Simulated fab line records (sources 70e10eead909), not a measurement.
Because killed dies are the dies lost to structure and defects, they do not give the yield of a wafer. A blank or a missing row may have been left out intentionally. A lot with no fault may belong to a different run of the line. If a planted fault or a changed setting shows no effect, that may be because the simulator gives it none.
Which tool is to blame?    flow nand-harc    12 lots with 36 wafers sampled at 4 steps, on a route of 1159 steps

== WHAT THE GAUGES READ, wafer by wafer ==
The record holds no reading of a measuring or inspecting step that can be judged against a usual standard deviation.

== WHAT TOOL EACH LOT RAN ON (gives the tool, then ch and the chambers of the sampled wafers, and finally the start) ==
lot   NHARC_A_STAIRCASE_ETCH_23                      NHARC_A_STAIRCASE_ETCH_192          NHARC_A_STAIRCASE_ETCH_199      NHARC_A_STAIRCASE_ETCH_203
L574  rie-diel-13 ch 0,1,2, day 11 12:23 or earlier  rie-diel-03 ch 0,2,3, day 11 12:23  rie-diel-03 ch 0,1,2, no start  rie-diel-03 ch 0,1,3, no start
L575  rie-diel-03 ch 0,3, day 11 13:24 or earlier    rie-diel-01 ch 1,3, day 11 13:24    rie-diel-01 ch 0,1,2, no start  rie-diel-01 ch 0,3, no start
L577  rie-diel-13 ch 0,1,3, day 11 16:29 or earlier  rie-diel-01 ch 1,2,3, day 11 16:29  rie-diel-03 ch 0,1,3, no start  rie-diel-03 ch 0,1,3, no start
L578  rie-diel-13 ch 0,1,2, day 12 01:55 or earlier  rie-diel-01 ch 0,1,2, day 12 01:55  rie-diel-01 ch 0,1,2, no start  rie-diel-01 ch 1,2,3, no start
L579  rie-diel-01 ch 0,2,3, day 12 13:26 or earlier  rie-diel-01 ch 0,1,2, day 12 13:26  rie-diel-01 ch 0,3, no start    rie-diel-01 ch 0,3, no start
L582  rie-diel-01 ch 0,2, day 13 00:37 or earlier    rie-diel-13 ch 1,2,3, day 13 00:37  rie-diel-13 ch 2,3, no start    rie-diel-13 ch 0,2,3, no start
L581  rie-diel-13 ch 0,1,2, day 13 00:55 or earlier  rie-diel-13 ch 1,2,3, day 13 00:55  rie-diel-01 ch 0,1,2, no start  rie-diel-01 ch 2,3, no start
L580  rie-diel-01 ch 0,3, day 13 04:31 or earlier    rie-diel-13 ch 1,3, day 13 04:31    rie-diel-03 ch 0,1,3, no start  rie-diel-03 ch 1,2, no start
L584  rie-diel-01 ch 1,2,3, day 14 03:07 or earlier  rie-diel-03 ch 0,1,3, day 14 03:07  rie-diel-13 ch 0,1,2, no start  rie-diel-13 ch 0,1,3, no start
L587  rie-diel-01 ch 1,3, day 15 00:45 or earlier    rie-diel-03 ch 0,3, day 15 00:45    rie-diel-13 ch 1,2,3, no start  rie-diel-13 ch 0,3, no start
L593  rie-diel-03 ch 2,3, day 15 19:21 or earlier    rie-diel-03 ch 0,2, day 15 19:21    rie-diel-03 ch 0,2,3, no start  rie-diel-03 ch 0,2,3, no start
L594  rie-diel-13 ch 0,1,3, day 16 07:14 or earlier  rie-diel-01 ch 1,2, day 16 07:14    rie-diel-13 ch 0,1,3, no start  rie-diel-13 ch 0,1,2, no start
- NHARC_A_STAIRCASE_ETCH_23: etches the open film in C4F8/O2, target depth 100 nm, time 40.5 s.
- NHARC_A_STAIRCASE_ETCH_192: etches the open film in C4F8/O2, target depth 100 nm, time 40.5 s.
- NHARC_A_STAIRCASE_ETCH_199: etches the open film in C4F8/O2, target depth 100 nm, time 40.5 s.
- NHARC_A_STAIRCASE_ETCH_203: etches the open film in C4F8/O2, target depth 100 nm, time 40.5 s.

== WHAT THE TOOLS THEMSELVES READ (means of the sampled wafers that have a number; where no wafer has one, the mark that the record gives instead) ==
NHARC_A_STAIRCASE_ETCH_23. Usual: oes-product-au 0.942 a.u., standard deviation 0.013; rf-fwd-power-W 591.5 W, standard deviation 2.5; rf-vpp-V 894 V, standard deviation 5.9.
lot   tool         oes-product-au (a.u.)  rf-fwd-power-W (W)  rf-vpp-V (V)  flag
L574  rie-diel-13  0.937                  590.9               896           
L575  rie-diel-03  0.942                  589.1               895           
L577  rie-diel-13  0.943                  592.0               892           
L578  rie-diel-13  0.939                  592.3               896           
L579  rie-diel-01  0.948                  593.8               894           
L582  rie-diel-01  0.927                  591.5               896           
L581  rie-diel-13  0.952                  590.6               896           
L580  rie-diel-01  0.936                  593.2               891           
L584  rie-diel-01  0.943                  592.5               891           
L587  rie-diel-01  0.955                  594.6               888           
L593  rie-diel-03  0.945                  589.7               892           
L594  rie-diel-13  0.949                  592.4               898           

NHARC_A_STAIRCASE_ETCH_192. Usual: oes-product-au 0.942 a.u., standard deviation 0.012; rf-fwd-power-W 591.7 W, standard deviation 2.3; rf-vpp-V 895 V, standard deviation 5.8.
lot   tool         oes-product-au (a.u.)  rf-fwd-power-W (W)  rf-vpp-V (V)  flag
L574  rie-diel-03  0.946                  590.6               893           
L575  rie-diel-01  0.949                  591.6               892           
L577  rie-diel-01  0.937                  592.8               890           
L578  rie-diel-01  0.936                  592.5               894           
L579  rie-diel-01  0.947                  594.2               894           
L582  rie-diel-13  0.926                  592.5               902           
L581  rie-diel-13  0.934                  591.1               902           
L580  rie-diel-13  0.929                  591.5               904           
L584  rie-diel-03  0.954                  594.0               892           
L587  rie-diel-03  0.850                  497.1               894           OFF
L593  rie-diel-03  0.852                  495.2               892           OFF
L594  rie-diel-01  0.947                  591.3               891           

NHARC_A_STAIRCASE_ETCH_199. Usual: oes-product-au 0.942 a.u., standard deviation 0.012; rf-fwd-power-W 592.1 W, standard deviation 2.4; rf-vpp-V 894 V, standard deviation 5.7.
lot   tool         oes-product-au (a.u.)  rf-fwd-power-W (W)  rf-vpp-V (V)  flag
L574  rie-diel-03  0.947                  591.8               890           
L575  rie-diel-01  0.936                  592.7               895           
L577  rie-diel-03  0.931                  593.3               892           
L578  rie-diel-01  0.936                  591.0               895           
L579  rie-diel-01  0.952                  594.4               896           
L582  rie-diel-13  0.921                  591.5               903           
L581  rie-diel-01  0.926                  592.4               894           
L580  rie-diel-03  0.965                  593.0               892           
L584  rie-diel-13  0.945                  591.1               896           
L587  rie-diel-13  0.929                  591.0               902           
L593  rie-diel-03  0.947                  591.8               892           
L594  rie-diel-13  0.955                  590.9               897           

NHARC_A_STAIRCASE_ETCH_203. Usual: oes-product-au 0.941 a.u., standard deviation 0.011; rf-fwd-power-W 592.1 W, standard deviation 2.6; rf-vpp-V 894 V, standard deviation 6.
lot   tool         oes-product-au (a.u.)  rf-fwd-power-W (W)  rf-vpp-V (V)  flag
L574  rie-diel-03  0.945                  591.6               892           
L575  rie-diel-01  0.941                  593.9               892           
L577  rie-diel-03  0.947                  593.3               892           
L578  rie-diel-01  0.942                  592.8               889           
L579  rie-diel-01  0.939                  594.0               896           
L582  rie-diel-13  0.939                  591.4               897           
L581  rie-diel-01  0.950                  592.3               890           
L580  rie-diel-03  0.946                  593.2               887           
L584  rie-diel-13  0.940                  591.2               899           
L587  rie-diel-13  0.938                  590.7               899           
L593  rie-diel-03  0.939                  592.1               892           
L594  rie-diel-13  0.953                  591.7               895           

== THE ANSWER, worked out from the rows above alone ==
Rule: a lot counts as off when the mean over its wafers that have a number is more than 3 standard deviations away from the usual mean. Also off: a lot with no number at a reading for which 4 or more lots have one. The other lots that the step has rows for count as sound. First the gauges in route order, then the tools' own readings, where a lot's mean is used as printed above. The first step at which some lot is off is used, and at that step the reading that is off furthest; a lot without a number counts as furthest.
Off, at NHARC_A_STAIRCASE_ETCH_192 on rf-fwd-power-W: L587, L593.
A tool fits if, at that step or a process step before it, it ran every lot that is off, and no sound lot after the first of them. NHARC_A_STAIRCASE_ETCH_23 gives no start for some lots, so the hours and the order of its lots are those of NHARC_A_STAIRCASE_ETCH_192. One fits: NHARC_A_STAIRCASE_ETCH_192 on rie-diel-03. Its last sound lot is L584 (day 14 03:07), its first lot that is off L587 (day 15 00:45): a fault that began between those two fits.
The tool's own readings at NHARC_A_STAIRCASE_ETCH_192 bear it out: on the lots that are off they differ by more than 5 times the standard deviation of the sound lots' means. oes-product-au reads 0.851 a.u. there against 0.941 a.u. on the sound lots; rf-fwd-power-W reads 496.1 W there against 592.2 W on the sound lots.

== WHAT THE SIMULATOR PUT IN ==
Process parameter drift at NHARC_A_STAIRCASE_ETCH_192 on rie-diel-03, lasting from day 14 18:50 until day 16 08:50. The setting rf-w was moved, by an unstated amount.
Struck lots among those shown: L587, L593. The rule above found the same.
